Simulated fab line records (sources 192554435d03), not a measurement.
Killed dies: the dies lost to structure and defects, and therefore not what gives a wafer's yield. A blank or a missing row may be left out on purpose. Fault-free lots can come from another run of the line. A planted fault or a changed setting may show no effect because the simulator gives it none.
Matching of chambers	flow n5-finfet	cvd-co-01 running N5_BEOL_M2_PRE_CLEAN_60: 3 sister chambers
The step time 15 s. 3 wafers are shown with their chamber, then 12 later ones without.

EACH WAFER AND ITS CHAMBER
wafer	chamber	heater-power-outer-w (W)
L091.5	1	24
L092.5	2	26
L092.6	0	5

WAFERS WITH NO CHAMBER GIVEN
wafer	heater-power-outer-w (W)
L095.2	5
L095.5	5
L095.6	24
L094.3	27
L094.5	24
L094.6	5
L096.1	26
L096.2	24
L096.5	27
L097.3	25
L097.4	24
L097.5	27

EACH ONE'S CHAMBER
wafer	from the rows above	in truth
L095.2	0	0
L095.5	0	0
L095.6	1	1
L094.3	2	2
L094.5	1	1
L094.6	0	0
L096.1	2	2
L096.2	1	1
L096.5	2	2
L097.3	can't be placed: 1 or 2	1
L097.4	1	1
L097.5	2	2
Correctly placed: 11 of 12. These rows do not allow placing 1 (true chamber among the candidates in 1). 0 placed wrongly.
How it was worked out, from the rows above alone: a wafer's distance from a chamber is the root of the sum, over the readings, of the square of ((its reading less the chamber's mean) divided by the reading's scatter). The wafer belongs to the nearest chamber; if the next one is less than 2 further off, it can't be placed. For every chamber, the mean is computed from those of its wafers that are shown. The scatter (one wafer shown for each chamber): square how far every hidden wafer sits from the nearest shown wafer, average those squares and take the square root.
